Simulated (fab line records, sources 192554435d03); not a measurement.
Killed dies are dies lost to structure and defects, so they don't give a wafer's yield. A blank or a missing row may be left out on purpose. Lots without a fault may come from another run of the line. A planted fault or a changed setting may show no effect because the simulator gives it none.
Which tool did it? | flow n5_finfet | 14 lots, 42 wafers sampled, at 6 steps of a route of 1938

WHAT THE GAUGES READ, wafer by wafer
N5_WELL_APT_CD_MEAS_25: target cd 200 nm.
lot  | measured    | on        | cd_nm (nm)
L101 | day 2 03:05 | cd_sem-02 | 195.8 197.1 198.1
L102 | day 2 08:58 | cd_sem-02 | 200.7 200.8 199.3
L103 | day 2 14:54 | cd_sem-01 | 199.5 200.3 199.3
L104 | day 2 21:02 | cd_sem-03 | 198.0 198.4 197.4
L106 | day 3 09:04 | cd_sem-02 | 199.8 198.2 200.2
L107 | day 3 15:13 | cd_sem-01 | 198.2 196.9 199.1
L108 | day 3 21:05 | cd_sem-01 | 197.4 201.0 199.7
L109 | day 4 03:31 | cd_sem-03 | 196.6 204.8 200.5
L110 | day 4 09:07 | cd_sem-03 | 200.4 202.1 199.9
L111 | day 4 14:55 | cd_sem-02 | 199.2 202.0 197.5
L119 | day 6 14:50 | cd_sem-03 | 196.8 197.0 199.9
L120 | day 6 21:17 | cd_sem-01 | 197.8 195.4 198.3
L121 | day 7 03:09 | cd_sem-01 | 199.1 197.2 197.9
L122 | day 7 09:39 | cd_sem-01 | 203.6 199.2 201.7

N5_WELL_APT_INSPECT_27: inspects for defects (macro).
lot  | measured    | on                | raw_defect_count
L101 | day 2 03:09 | defect_inspect-02 | 1 1 1
L102 | day 2 09:01 | defect_inspect-02 | 0 1 2
L103 | day 2 14:58 | defect_inspect-02 | 3 1 0
L104 | day 2 21:05 | defect_inspect-02 | 1 3 1
L106 | day 3 09:07 | defect_inspect-01 | 2 2 4
L107 | day 3 15:16 | defect_inspect-02 | 1 2 0
L108 | day 3 21:08 | defect_inspect-02 | 1 0 0
L109 | day 4 03:34 | defect_inspect-01 | 3 2 2
L110 | day 4 09:10 | defect_inspect-02 | 3 2 3
L111 | day 4 14:58 | defect_inspect-01 | 0 3 3
L119 | day 6 14:53 | defect_inspect-02 | 2 4 4
L120 | day 6 21:20 | defect_inspect-01 | 3 2 1
L121 | day 7 03:12 | defect_inspect-02 | 2 3 3
L122 | day 7 09:43 | defect_inspect-01 | 0 0 0

N5_PMOS_HMC_CHANNEL_EPI_OVL_MEAS_10.
lot  | measured    | on         | PMOS_HMC_BLK_OVL (nm)
L101 | day 2 05:44 | overlay-01 | -0.1 0.2 0.4
L102 | day 2 11:43 | overlay-02 | 0.0 1.1 0.2
L103 | day 2 17:13 | overlay-02 | -0.5 -0.3 -0.8
L104 | day 3 00:20 | overlay-01 | -1.0 -1.2 -1.7
L106 | day 3 11:16 | overlay-02 | -0.7 0.8 -0.2
L107 | day 3 18:07 | overlay-01 | -0.5 -0.4 -0.3
L108 | day 3 23:46 | overlay-02 | -0.1 0.8 -0.8
L109 | day 4 06:38 | overlay-02 | 0.0 0.1 -1.0
L110 | day 4 13:10 | overlay-02 | -0.2 -0.1 1.0
L111 | day 4 17:44 | overlay-01 | -1.5 -0.3 -0.8
L119 | day 6 17:14 | overlay-01 | -0.3 0.1 -0.6
L120 | day 6 23:22 | overlay-01 | 0.0 -0.1 0.0
L121 | day 7 05:31 | overlay-01 | 0.4 1.2 -0.1
L122 | day 7 12:34 | overlay-01 | -0.4 -0.7 -1.1

N5_PMOS_HMC_CHANNEL_EPI_THK_MEAS_22.
lot  | measured    | on            | HMC_CMP_THK (nm)
L101 | day 2 08:59 | film_metro-02 | 54.2 54.3 53.8
L102 | day 2 14:59 | film_metro-01 | 53.7 54.3 54.0
L103 | day 2 21:12 | film_metro-02 | 53.9 54.0 54.0
L104 | day 3 03:35 | film_metro-02 | 53.2 53.0 52.3
L106 | day 3 13:36 | film_metro-01 | 54.4 54.3 54.4
L107 | day 3 20:26 | film_metro-02 | 53.8 53.9 54.9
L108 | day 4 03:52 | film_metro-01 | 54.5 54.3 54.8
L109 | day 4 08:58 | film_metro-02 | 59.6 59.8 59.4
L110 | day 4 15:29 | film_metro-02 | 59.1 59.0 58.7
L111 | day 4 20:04 | film_metro-02 | 53.2 53.2 53.9
L119 | day 6 19:39 | film_metro-01 | 53.5 53.9 53.8
L120 | day 7 01:49 | film_metro-01 | 53.8 53.8 53.2
L121 | day 7 08:14 | film_metro-02 | 53.5 54.2 54.4
L122 | day 7 14:53 | film_metro-01 | 55.1 54.4 54.3

N5_BEOL_M4_RC_MEAS_101.
lot  | measured     | on        | DIBL_N (mV/V)  | DIBL_P (mV/V)  | IOFF_N (nA/um)    | IOFF_P (nA/um) | ION_N (uA/um) | ION_P (uA/um) | SS_N (mV/dec)  | SS_P (mV/dec)  | VT_N (mV)   | VT_P (mV)
L101 | day 9 19:17  | prober-02 | 40.0 35.2 35.3 | 39.3 33.5 33.8 | 0.244 0.147 0.142 | 0.29 0.18 0.19 | 701 679 672   | 475 459 459   | 72.2 70.7 71.1 | 74.9 73.0 73.3 | 244 249 251 | -246 -251 -251
L102 | day 10 01:29 | prober-01 | 33.4 35.9 33.6 | 31.8 34.4 31.7 | 0.111 0.152 0.112 | 0.16 0.20 0.16 | 658 693 679   | 455 473 467   | 70.3 70.8 70.9 | 72.7 72.9 72.5 | 254 248 253 | -255 -249 -254
L103 | day 10 13:10 | prober-01 | 36.8 36.6 37.4 | 34.7 35.0 35.3 | 0.162 0.168 0.169 | 0.22 0.23 0.23 | 686 684 670   | 473 465 464   | 71.3 71.1 71.2 | 73.4 73.3 72.9 | 246 245 247 | -247 -246 -248
L104 | day 10 16:06 | prober-02 | 36.2 38.4 38.0 | 36.1 37.5 37.2 | 0.169 0.224 0.212 | 0.23 0.26 0.26 | 684 684 685   | 462 466 470   | 71.8 72.4 72.3 | 73.3 74.9 74.6 | 250 246 244 | -249 -246 -248
L106 | day 11 03:11 | prober-01 | 36.5 34.9 35.6 | 36.5 34.3 35.2 | 0.151 0.124 0.141 | 0.23 0.20 0.22 | 683 667 663   | 471 464 460   | 70.4 71.1 70.9 | 72.7 73.2 73.1 | 249 254 252 | -248 -251 -249
L107 | day 11 04:52 | prober-01 | 35.7 36.1 36.9 | 34.9 36.7 36.5 | 0.159 0.173 0.179 | 0.24 0.28 0.27 | 678 685 678   | 474 478 478   | 70.0 70.5 71.5 | 72.7 73.2 73.3 | 251 250 248 | -242 -245 -244
L108 | day 11 17:14 | prober-01 | 33.2 35.7 34.5 | 31.2 34.0 32.1 | 0.101 0.127 0.107 | 0.13 0.16 0.14 | 667 663 642   | 457 454 443   | 70.6 71.1 71.7 | 72.3 73.0 72.6 | 255 255 258 | -259 -256 -259
L111 | day 12 11:02 | prober-02 | 36.2 37.6 38.2 | 37.6 39.2 39.5 | 0.172 0.200 0.204 | 0.23 0.27 0.27 | 702 708 692   | 483 481 474   | 71.0 72.1 71.3 | 73.5 74.2 74.7 | 249 245 245 | -249 -250 -249
L119 | day 14 03:45 | prober-02 | 38.4 35.2 35.5 | 38.3 34.8 34.9 | 0.216 0.145 0.156 | 0.26 0.21 0.21 | 694 676 684   | 470 467 465   | 71.6 71.3 71.2 | 73.8 72.8 72.8 | 246 251 251 | -246 -248 -250
L120 | day 14 09:38 | prober-02 | 36.3 34.6 37.7 | 36.8 35.0 38.3 | 0.149 0.125 0.171 | 0.21 0.17 0.22 | 681 665 680   | 467 463 469   | 71.3 71.1 71.8 | 72.9 73.0 73.6 | 248 251 250 | -253 -256 -250
L121 | day 14 13:03 | prober-02 | 37.0 38.2 36.7 | 38.1 39.0 37.3 | 0.190 0.210 0.182 | 0.24 0.25 0.23 | 696 696 685   | 478 474 468   | 70.9 71.6 71.7 | 74.2 73.7 73.2 | 244 242 248 | -249 -248 -246
L122 | day 15 06:53 | prober-02 | 37.4 37.5 36.9 | 38.5 37.4 37.8 | 0.181 0.181 0.172 | 0.25 0.24 0.24 | 683 694 696   | 464 476 480   | 72.0 72.1 71.8 | 73.1 73.9 73.8 | 248 246 249 | -249 -248 -249

WHICH TOOL RAN EACH LOT (tool, then ch and the chambers of the sampled wafers, then the start)
lot  | N5_PMOS_HMC_CHANNEL_EPI_CMP_21
L101 | cmp-04 ch 0,1, day 2 08:41
L102 | cmp-01 ch 0,1,3, day 2 14:46
L103 | cmp-03 ch 0,2,3, day 2 20:56
L104 | cmp-03 ch 0,1,3, day 3 03:17
L106 | cmp-01 ch 1,2,3, day 3 13:23
L107 | cmp-03 ch 0,3, day 3 20:11
L108 | cmp-01 ch 1,3, day 4 03:37
L109 | cmp-01 ch 0,2,3, day 4 08:41
L110 | cmp-04 ch 0,2,3, day 4 15:13
L111 | cmp-04 ch 1,2,3, day 4 19:48
L119 | cmp-01 ch 0,2, day 6 19:23
L120 | cmp-01 ch 0,2,3, day 7 01:33
L121 | cmp-01 ch 0,1,3, day 7 07:56
L122 | cmp-01 ch 0,1,3, day 7 14:40
- N5_PMOS_HMC_CHANNEL_EPI_CMP_21: polishes SiGe30, target thk 54 nm.

WHAT THE TOOLS THEMSELVES READ (means of the sampled wafers that have a number; where no wafer has one, the mark that the record gives instead)
N5_PMOS_HMC_CHANNEL_EPI_CMP_21.
lot  | tool   | edge_zone_pressure_frac | motor_current_A (A) | pad_life_wafers | slurry_filter_dp_kPa (kPa)
L101 | cmp-04 | 0.997                   | 12.5                | 516             | 13.54
L102 | cmp-01 | 0.997                   | 11.6                | 2036            | 13.63
L103 | cmp-03 | 0.997                   | 11.5                | 1280            | 13.50
L104 | cmp-03 | 1.002                   | 10.8                | 1328            | 13.38
L106 | cmp-01 | 1.005                   | 11.6                | 14              | 13.40
L107 | cmp-03 | 1.006                   | 11.1                | 1466            | 13.39
L108 | cmp-01 | 1.002                   | 11.1                | 122             | 13.56
L109 | cmp-01 | -                       | -                   | -               | -
L110 | cmp-04 | -                       | -                   | -               | -
L111 | cmp-04 | 0.999                   | 12.3                | 962             | 13.41
L119 | cmp-01 | 1.003                   | 12.8                | 590             | 13.62
L120 | cmp-01 | 1.000                   | 12.0                | 662             | 13.49
L121 | cmp-01 | 1.007                   | 11.7                | 710             | 13.39
L122 | cmp-01 | 0.995                   | 11.5                | 764             | 13.64

THE ANSWER, worked out from the rows above alone
Rule: what is usual is taken from the lots themselves. Put in order of their means at a reading, lots are off if they are a third of the lots or fewer, leave a main group of 4 or more, and stand apart from it by a gap of 3 or more times the standard deviation of the main group's means; of several such gaps the widest counts. A main group whose means are all the same, to the digits that the tables above print for the reading, isn't used. A lot without any number at a reading at which 4 lots or more have one is off too. The other lots that the step has rows for count as sound. The gauges are gone through in route order, then the tools' own readings, and for those a lot's mean is taken as printed above. The first step at which some lot is off is used, and at that step the reading that is off furthest; a lot without a number counts as furthest.
Off: L109, L110, at N5_PMOS_HMC_CHANNEL_EPI_THK_MEAS_22 (HMC_CMP_THK). The main group: mean 54.0 nm, standard deviation 0.48.
A tool fits if, at a process step before that reading, it ran every lot that is off, and no sound lot after the first of them. The gauges at N5_PMOS_HMC_CHANNEL_EPI_THK_MEAS_22 aren't tried: what is off there is off at N5_PMOS_HMC_CHANNEL_EPI_CMP_21 too, on other tools, and a gauge's error can't cause that. None of those tried fits.

WHAT THE SIMULATOR HAD PUT IN
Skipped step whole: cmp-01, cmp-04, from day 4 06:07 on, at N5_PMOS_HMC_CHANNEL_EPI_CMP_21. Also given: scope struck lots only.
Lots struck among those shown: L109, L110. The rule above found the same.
